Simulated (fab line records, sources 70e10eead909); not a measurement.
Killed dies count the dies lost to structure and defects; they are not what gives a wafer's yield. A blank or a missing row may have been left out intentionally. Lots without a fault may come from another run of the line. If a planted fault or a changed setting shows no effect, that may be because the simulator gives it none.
The tool behind it: which one? | flow nand-harc | 13 lots, 39 wafers sampled, at 3 steps of a route of 1302

== WHAT EACH GAUGE READ, for each wafer ==
NHARC_A_SLIT_CD_MEAS_09: the cd target is 300 nm. Usual: cd-nm reads 300.2 nm (standard deviation 0.61).
lot  | measured     | on        | cd-nm (nm)        | flag
L120 | day 20 06:52 | cd-sem-03 | 300.0 300.5 300.9 |
L121 | day 20 10:34 | cd-sem-02 | 300.1 299.4 299.6 |
L123 | day 20 18:28 | cd-sem-01 | 300.5 301.0 301.2 |
L124 | day 22 05:51 | cd-sem-01 | 300.2 300.5 301.2 |
L126 | day 22 06:26 | cd-sem-03 | 299.3 300.2 299.8 |
L127 | day 23 21:55 | cd-sem-03 | 300.7 300.8 300.1 |
L132 | day 25 09:00 | cd-sem-03 | 299.2 299.2 299.7 |
L133 | day 25 21:37 | cd-sem-03 | 301.1 300.2 300.3 |
L137 | day 27 06:42 | cd-sem-01 | 299.5 300.1 300.4 |
L139 | day 28 03:00 | cd-sem-01 | 299.5 298.7 299.6 |
L138 | day 28 07:26 | cd-sem-03 | 300.4 301.2 300.0 |
L141 | day 29 04:17 | cd-sem-03 | 300.9 301.5 301.1 |
L142 | day 29 17:04 | cd-sem-02 | 299.7 298.5 299.7 |

NHARC_A_SLIT_OVL_MEAS_10. Usual: overlay-x-nm -0.1 nm, standard deviation 0.81; overlay-y-nm -0.3 nm, standard deviation 0.83.
lot  | measured     | on         | overlay-x-nm (nm) | overlay-y-nm (nm) | flag
L120 | day 20 06:58 | overlay-02 | -0.2 -0.4 -0.4    | -0.9 -1.3 -1.2    |
L121 | day 20 10:39 | overlay-01 | 0.1 -0.4 0.2      | 0.0 -0.2 -0.8     |
L123 | day 20 18:33 | overlay-01 | -0.7 -0.8 -0.4    | -0.6 -0.4 -0.2    |
L124 | day 22 05:56 | overlay-02 | 0.9 1.1 0.6       | -0.8 -0.7 -0.7    |
L126 | day 22 06:31 | overlay-02 | -0.3 -0.2 -0.5    | -0.7 -0.3 -0.5    |
L127 | day 23 22:00 | overlay-01 | 0.1 0.1 0.4       | -2.1 -2.0 -1.5    |
L132 | day 25 09:05 | overlay-01 | 0.0 0.3 0.3       | 0.5 0.7 -0.2      |
L133 | day 25 21:43 | overlay-01 | 1.1 1.1 0.5       | 1.8 1.2 1.4       |
L137 | day 27 06:47 | overlay-02 | -0.7 -0.6 -0.3    | -0.7 -0.6 -1.0    |
L139 | day 28 03:05 | overlay-02 | -0.7 -0.6 -0.6    | 0.2 -0.2 0.1      |
L138 | day 28 07:31 | overlay-01 | -1.0 -1.8 -0.6    | -0.5 -0.8 -0.9    |
L141 | day 29 04:22 | overlay-02 | -0.5 -0.6 -0.3    | -1.0 -0.8 -0.8    |
L142 | day 29 17:10 | overlay-01 | 1.8 1.6 1.7       | 0.0 0.2 0.1       |

NHARC_A_SLIT_INSPECT_11. Usual: raw-defect-count reads 63 (standard deviation 34).
lot  | measured     | on                | raw-defect-count | flag
L120 | day 20 06:59 | defect-inspect-02 | 75 66 64         |
L121 | day 20 10:41 | defect-inspect-01 | 73 80 58         |
L123 | day 20 18:35 | defect-inspect-02 | 21 34 25         |
L124 | day 22 05:58 | defect-inspect-01 | 95 125 129       |
L126 | day 22 06:34 | defect-inspect-01 | 36 14 24         |
L127 | day 23 22:02 | defect-inspect-02 | 54 76 87         |
L132 | day 25 09:07 | defect-inspect-01 | 25 25 20         |
L133 | day 25 21:45 | defect-inspect-02 | 61 64 70         |
L137 | day 27 06:50 | defect-inspect-02 | 114 101 124      |
L139 | day 28 03:07 | defect-inspect-02 | 68 71 64         |
L138 | day 28 07:33 | defect-inspect-01 | 22 28 32         |
L141 | day 29 04:25 | defect-inspect-01 | 72 79 65         |
L142 | day 29 17:12 | defect-inspect-02 | 62 65 57         |

== WHICH TOOL RAN EACH LOT (tool, then ch and the chambers of the sampled wafers, then the start) ==
The record holds no process step before these readings.

== WHAT THE TOOLS THEMSELVES READ (means of the sampled wafers that have a number; where no wafer has one, the mark that the record gives instead) ==
The record holds no such reading with a usual standard deviation.

== THE ANSWER, worked out from the rows above alone ==
Rule: take the mean of a lot's wafers that have a number; if it is more than 3 standard deviations from the usual mean, the lot is off. Also off: a lot with no number at a reading for which 4 or more lots have one. Any other lot the step has rows for is counted as sound. The gauges are gone through in route order, then the tools' own readings, and for those a lot's mean is taken as printed above. The first step at which some lot is off is used, and at that step the reading that is off furthest; a lot without a number counts as furthest.
No lot is off at any reading shown: from this, nothing can be told.

== WHAT HAD BEEN PUT IN BY THE SIMULATOR ==
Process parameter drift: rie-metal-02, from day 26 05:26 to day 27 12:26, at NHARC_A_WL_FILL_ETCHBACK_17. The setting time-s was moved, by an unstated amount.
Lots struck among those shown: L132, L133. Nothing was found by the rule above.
